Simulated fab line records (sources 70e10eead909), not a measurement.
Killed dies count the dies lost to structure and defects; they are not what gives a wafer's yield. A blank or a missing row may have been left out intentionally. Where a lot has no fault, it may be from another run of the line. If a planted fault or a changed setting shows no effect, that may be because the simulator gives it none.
One fault through the eyes of 3 desks ; flow nand-harc ; each desk has only its own numbers; what lay behind them comes last

FOR THE TOOL OWNER'S DESK: pecvd-onon-01
The tool's own readings at NHARC_A_ONON_D1_DEP_00 (target thk 1000 nm): means of the sampled wafers that have a number, for each lot that ran on this tool. Any lot whose mean is over 4 standard deviations away from the usual mean is out of limits and marked OUT; that distance is given in the brackets.
Columns: A = n2o-flow-sccm at NHARC_A_ONON_D1_DEP_00, usual 1999 sccm
lot;first seen here;A
L176;day 7 21:37;2003
L177;day 8 12:07;1996
L178;day 9 02:01;2003
L180;day 10 02:30;1998
L181;day 10 09:42;2004
L182;day 10 19:36;1995
L183;day 11 05:22;1991
L187;day 12 19:50;1994
L191;day 14 18:20;1996
L192;day 14 22:52;1999
Finding of this desk: none of the 10 lots has anything out of limits.

THE DEFECT DESK
Lot by lot, what the route's inspections counted, given as the mean of those sampled wafers with a number. Any lot whose mean is over 4 standard deviations away from the usual mean is out of limits and marked OUT; that distance is given in the brackets.
Columns: A = raw-defect-count at NHARC_A_ZERO_WELL_INSPECT_17, usual 11
lot;first seen here;A
L176;day 7 00:59;7
L175;day 7 02:20;7
L177;day 7 15:25;13
L178;day 8 04:56;11
L179;day 8 14:11;9
L180;day 9 00:58;10
L181;day 9 13:41;13
L182;day 9 22:23;6
L183;day 10 08:07;27
L184;day 10 12:47;16
L187;day 11 23:28;12
L191;day 13 18:37;5
L192;day 14 02:20;5
L197;day 15 20:55;10
Finding of this desk: none of the 14 lots has anything out of limits.

AT THE METROLOGY DESK
Lot by lot, what the gauges showed, no matter which tool ran the lot: averages of those sampled wafers that carry a number. Any lot whose mean is over 4 standard deviations away from the usual mean is out of limits and marked OUT; that distance is given in the brackets.
Columns: A = thk-nm at NHARC_P_BONDPAD_THK_MEAS_20, usual 160.6 nm; B = thk-nm at NHARC_A_SOURCE_PLATE_THK_MEAS_06, usual 199.1 nm; C = thk-nm at NHARC_A_ONON_D1_THK_MEAS_02, usual 1002 nm
lot;first seen here;A;B;C
L176;day 6 21:53;162.2;196.4;1013
L175;day 6 23:23;162.5;200.3;1002
L177;day 7 12:27;160.6;202.3;1009
L178;day 8 01:53;160.4;199.5;989
L179;day 8 11:11;159.8;200.5;1010
L180;day 8 21:59;161.1;197.9;1012
L181;day 9 10:41;162.4;198.4;1001
L182;day 9 19:20;161.4;199.3;999
L183;day 10 05:08;161.1;198.7;989
L184;day 10 09:55;159.9;199.9;1000
L187;day 11 20:37;161.5;199.9;1007
L191;day 13 15:29;159.9;197.0;1271 (+30) OUT
L192;day 13 23:29;162.0;203.0;1195 (+21) OUT
L197;day 15 17:57;160.2;198.3;1025
This desk's verdict: out of limits on L191, L192, starting with L191 at day 14 18:51 (thk-nm at NHARC_A_ONON_D1_THK_MEAS_02). L176, L175, L177, L178, L179, L180, L181, L182, L183, L184, L187, L197 stayed within limits.

PUT TOGETHER
On L191, L192, the metrology desk was in a position to raise an alarm at day 14 18:51.
The tool owner's desk saw nothing out of limits.
Nothing the defect desk looked at was out of limits.
On record at the tool owner's desk: L191, L192, within its limits.
The defect desk has L191, L192 on record, within its limits.
NHARC_A_ONON_D1_DEP_00 was run on pecvd-onon-01 by each of the lots named.

WHAT THE SIMULATOR HAD PUT IN
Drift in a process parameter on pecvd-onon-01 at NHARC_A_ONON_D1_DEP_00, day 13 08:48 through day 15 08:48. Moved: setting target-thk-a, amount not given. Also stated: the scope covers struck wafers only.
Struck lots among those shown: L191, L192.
Per desk, hours elapsed from the start of the fault to the first reading out of limits: for the metrology desk, 34.
